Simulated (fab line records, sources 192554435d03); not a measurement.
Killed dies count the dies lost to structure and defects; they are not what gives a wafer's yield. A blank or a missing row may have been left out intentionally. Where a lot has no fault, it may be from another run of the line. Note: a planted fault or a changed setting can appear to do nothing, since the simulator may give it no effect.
A lot that was struck, set against a sound lot | flow n5_finfet | 43 steps out of a route of 1938
Sound: these wafers, L597.1, L597.3, L597.5. Struck: wafer L603.3. (L603.1, L603.2 of the same lot were not struck and are left out.) The cause comes at the end.
At each step with rows: each side's tool, then ch and its chambers, then its first start. Under that, the readings that differ: sound wafers | struck wafers | difference of the means | sigmas: that difference in standard deviations of wafers without a fault.
alike: readings with means less than 2 such deviations apart, plus words and numbers identical on both sides. not compared: withheld readings, readings lacking a value on some wafer, bounds such as >300 that could conceal the same value, and numbers that have no deviation in the record and whose values overlap.
Wherever a step has rows on one side only, a row that says differs or no value, or a row with sigmas, the two part there. Numbers that don't overlap but have no deviation are shown without sigmas and don't part them. Lack of a reading on every wafer of one side parts them only where that side has two or more wafers.

first, 11 steps without rows for these wafers: N5_BEOL_M3_DESCUM_33 (chemistry O2, time 7 s); N5_BEOL_M3_ETCH_77 (etches underlayer in N2/H2, target depth 6.5 nm, time 5.2 s); N5_BEOL_M3_ETCH_69 (etches SiARC in CF4, target depth 15.6 nm, time 26 s); N5_BEOL_M3_ALD_98 (deposits SiO2, target thk 2.5 nm, pulse time 1 s, co reactant pulse time 1 s); N5_BEOL_M3_ETCHBACK_99 (etches SiO2 in CHF3, target depth 5 nm, time 10.4 s); N5_BEOL_M3_ETCH_70 (etches SOC in N2/H2, target depth 80 nm, overetch 16 nm, time 120 s); N5_BEOL_M3_STRIP_71 (strips in N2/H2); N5_BEOL_M3_STRIP_78 (strips in N2/H2); N5_BEOL_M3_VIA_ETCH_34 (etches the open film in C4F6/O2, target depth 69.4 nm, time 65.9 s); N5_BEOL_M3_STRIP_83 (strips in C4F6/O2); N5_BEOL_M3_STRIP_36 (strips in N2/H2).
N5_BEOL_M3_TRENCH_ETCH_37: etches SiOC in C4F6/O2, target depth 55.555 nm, time 29.2 s.
  sound on rie_diel-04 ch 1,2; struck on rie_diel-03 ch 1
  reading                | sound             | struck | difference | sigmas
  throttle_valve_pct (%) | 21.19 21.20 21.18 | 20.65  | -0.54      | -2
  alike: drypump_motor_current_A, oes_product_au, rf_vpp_V, showerhead_plenum_p_Torr
  not compared: rf_hours_counter_h
N5_BEOL_M3_ETCH_41: etches SiCN in CH3F/O2, target depth 29.9 nm, time 52.5 s.
  sound on rie_diel-04 ch 1,2, day 9 22:37; struck on rie_diel-03 ch 1, day 10 20:52
  reading                | sound             | struck | difference | sigmas
  throttle_valve_pct (%) | 16.64 16.59 16.65 | 16.09  | -0.54      | -2
  alike: drypump_motor_current_A, oes_product_au, rf_vpp_V, showerhead_plenum_p_Torr
  not compared: rf_hours_counter_h
then, 1 step without rows for these wafers: N5_BEOL_M3_STRIP_97 (strips in N2/H2, time 10 s).
N5_BEOL_M3_OCD_MEAS_38:
  sound: ocd-01 at day 9 22:44; struck: ocd-02 at day 10 20:59
  alike: trench_depth_nm
then, 4 steps without rows for these wafers: N5_BEOL_M3_HM_STRIP_39 (strips TiN in peroxide tin strip, target depth 25 nm, time 158 s); N5_BEOL_M3_SRD_40 (time 30 s); N5_BEOL_M3_PRECLEAN_42 (cleans in residue remover, time 60 s); N5_BEOL_M3_SRD_43 (time 30 s).
N5_BEOL_M3_CD_MEAS_35: target cd 18 nm, target cd y 21 nm.
  sound: cd_sem-01 at day 9 22:53; struck: cd_sem-02 at day 10 21:09
  alike: cd_nm
then, 6 steps without rows for these wafers: N5_BEOL_M3_DEGAS_44 (time 60 s); N5_BEOL_M3_PRE_CLEAN_45 (time 30 s); N5_BEOL_M3_ALD_84 (deposits TaN, pulse time 2 s, purge time 3 s, co reactant purge time 2 s); N5_BEOL_M3_SURFACE_TREAT_85; N5_BEOL_M3_CVD_47 (deposits Co from CCTBA/H2, target thk 3 nm, time 223.8 s); N5_BEOL_M3_SPUTTER_48 (material Cu, target thk 4.5 nm, time 8.29 s).
N5_BEOL_M3_ANNEAL_49: time 240 s.
  sound: pvd_sputter-03 at day 10 00:19; struck: pvd_sputter-01 at day 10 22:02
  alike: heater_power_w
then, 2 steps without rows for these wafers: N5_BEOL_M3_SPUTTER_79 (material Cu, target thk 4.5 nm, time 8.29 s); N5_BEOL_M3_ANNEAL_80 (time 240 s).
N5_BEOL_M3_SPUTTER_81: material Cu, target thk 4.5 nm, time 8.29 s.
  sound: pvd_sputter-03 at day 10 00:41; struck: pvd_sputter-01 at day 10 22:24
  alike: chamber_pressure_pa, chuck_sensor_temp_C, throttle_valve_pct
then, 3 steps without rows for these wafers: N5_BEOL_M3_ANNEAL_82 (time 240 s); N5_BEOL_M3_SPUTTER_86 (material Cu, target thk 4.5 nm, time 8.29 s); N5_BEOL_M3_ANNEAL_87 (time 240 s).
N5_BEOL_M3_SPUTTER_88: material Cu, target thk 4.5 nm, time 8.29 s.
  sound: pvd_sputter-03 at day 10 01:07; struck: pvd_sputter-01 at day 10 22:50
  alike: chamber_pressure_pa, chuck_sensor_temp_C, throttle_valve_pct
then, 7 steps without rows for these wafers: N5_BEOL_M3_ANNEAL_89 (time 240 s); N5_BEOL_M3_SPUTTER_90 (material Cu, target thk 4.5 nm, time 8.29 s); N5_BEOL_M3_ANNEAL_91 (time 240 s); N5_BEOL_M3_SPUTTER_92 (material Cu, target thk 4.5 nm, time 8.29 s); N5_BEOL_M3_ANNEAL_93 (time 240 s); N5_BEOL_M3_SPUTTER_94 (material Cu, target thk 4.5 nm, time 8.29 s); N5_BEOL_M3_ANNEAL_95 (time 240 s).
N5_BEOL_M3_SPUTTER_96: material Cu, target thk 4.5 nm, time 8.29 s.
  sound: pvd_sputter-03 at day 10 02:00; struck: pvd_sputter-01 at day 10 23:43
  alike: chamber_pressure_pa, chuck_sensor_temp_C, throttle_valve_pct
-- a jump in the record: the struck wafers' starts before and after are 5 days apart (it breaks off in module BEOL_M3 and resumes in module PASSIVATION, where the first step shown is number 1936 of the route) --
N5_PASSIVATION_PROBE_49:
  only the struck wafers here have rows in the record (prober-02, day 16 07:28); the sound ones have none

== WHERE THEY PART ==
Last at N5_PASSIVATION_PROBE_49 as far as this record goes, first at N5_BEOL_M3_TRENCH_ETCH_37.

WHY: the cause the simulator had injected
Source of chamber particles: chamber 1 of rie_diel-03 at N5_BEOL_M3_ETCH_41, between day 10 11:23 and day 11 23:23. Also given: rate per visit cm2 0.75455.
